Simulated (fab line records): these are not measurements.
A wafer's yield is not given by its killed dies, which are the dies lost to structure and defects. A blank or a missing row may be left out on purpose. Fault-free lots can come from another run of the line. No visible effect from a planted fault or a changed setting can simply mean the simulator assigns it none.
A struck lot beside a sound one | flow n5_finfet | 16 steps out of a route of 1938
Sound: wafers L114.3, L114.5, L114.6. Wafers L122.1, L122.2, L122.5 were the ones struck. The cause is given at the end.
Per side, at each step with rows, come the tool, then ch with its chambers, and then its first start. Under that, the readings that differ: sound wafers | struck wafers | difference of the means | sigmas: that difference in standard deviations of wafers without a fault.
alike: readings with means less than 2 such deviations apart, plus words and numbers identical on both sides. not compared: withheld readings, readings lacking a value on some wafer, bounds such as >300 that could conceal the same value, and numbers that have no deviation in the record and whose values overlap.
The two part at a step that has a row with sigmas, a row that says differs or no value, or rows on one side only. Non-overlapping numbers with no deviation appear without sigmas and do not part them. A reading that every wafer of one side lacks parts them only if that side has two wafers or more.

first, 5 steps without rows for these wafers: N5_WELL_APT_SOFTBAKE_20 (time 60 s); N5_WELL_APT_EXPOSE_22 (exposes mask PWELL, defocus 0 nm, target cd 200 nm); N5_WELL_APT_PEB_23 (peb time 90 s); N5_WELL_APT_DEVELOP_24 (develop time 45 s); N5_WELL_APT_HARDBAKE_29 (time 120 s).
N5_WELL_APT_CD_MEAS_25 targets a cd of 200 nm.
  sound on cd_sem-01 ch 0, day 4 15:04; struck on cd_sem-01 ch 0, day 6 15:20
  alike: cd_nm
N5_WELL_APT_OVL_MEAS_26:
  sound on overlay-02 ch 0, day 4 15:05; struck on overlay-01 ch 0, day 6 15:22
  alike: PWELL_OVL
N5_WELL_APT_INSPECT_27: inspects for defects (macro).
  sound: defect_inspect-01 at day 4 15:07; struck: defect_inspect-02 at day 6 15:23
  alike: raw_defect_count
N5_WELL_APT_DESCUM_30: chemistry O2, time 7.9 s.
  sound on rie_diel-03 ch 1,2, day 4 15:09; struck on rie_diel-04 ch 0,1,3, day 6 15:28
  alike: drypump_motor_current_A, oes_product_au, rf_vpp_V, showerhead_plenum_p_Torr, throttle_valve_pct
  not compared: rf_hours_counter_h
then, 3 steps without rows for these wafers: N5_WELL_APT_IMPLANT_31; N5_WELL_APT_IMPLANT_32; N5_WELL_APT_STRIP_33 (strips in SPM, time 900 s).
N5_WELL_APT_RTA_34: time 10 s.
  sound on rtp_anneal-02 ch 0, day 4 16:01; struck on rtp_anneal-02 ch 0, day 6 16:14
  reading             | sound                | struck               | difference | sigmas
  lamp_power_pct (%)  | 12.99 13.04 13.01    | 12.21 12.20 12.25    | -0.79      | -15
  lamp_zone_1_pct (%) | 12.975 12.993 13.004 | 12.115 12.190 12.183 | -0.828     | -32
  lamp_zone_2_pct (%) | 12.952 12.992 12.986 | 12.198 12.149 12.126 | -0.819     | -32
  lamp_zone_3_pct (%) | 12.991 12.969 13.027 | 12.177 12.169 12.164 | -0.826     | -33
  lamp_zone_4_pct (%) | 13.053 12.982 12.922 | 12.143 12.156 12.234 | -0.808     | -29
  lamp_zone_5_pct (%) | 12.985 13.005 13.005 | 12.160 12.205 12.149 | -0.827     | -31
  lamp_zone_6_pct (%) | 12.973 12.931 12.900 | 12.097 12.098 12.082 | -0.842     | -30
  lamp_zone_7_pct (%) | 13.430 13.413 13.470 | 12.528 12.613 12.534 | -0.879     | -35
  alike: wafer_temp_C_max
then, 1 step without rows for these wafers: N5_WELL_APT_OXIDE_STRIP_42 (strips SiO2 in dHF, time 45 s, target depth 12 nm).
-- a jump in the record: the struck wafers' starts before and after are 6 days apart (it breaks off in module WELL_APT and resumes in module BEOL_M4, where the first step shown is number 1111 of the route) --
N5_BEOL_M4_RC_MEAS_101:
  sound on prober-01 ch 0, day 10 21:04; struck on prober-01 ch 0, day 13 01:11
  reading       | sound          | struck         | difference | sigmas
  SS_P (mV/dec) | 74.0 73.3 74.0 | 72.3 72.6 73.0 | -1.1       | -2
  alike: DIBL_N, DIBL_P, IOFF_N, IOFF_P, ION_N, ION_P, SS_N, VT_N, VT_P
then, 1 step without rows for these wafers: N5_PASSIVATION_PROBE_49.

## WHERE THEY PART
Last at N5_BEOL_M4_RC_MEAS_101 as far as this record goes, first at N5_WELL_APT_RTA_34.

WHY: whatever the simulator had introduced
Drift in process parameters on rtp_anneal-02 at N5_WELL_APT_RTA_34, starting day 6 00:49. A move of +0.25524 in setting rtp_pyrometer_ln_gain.
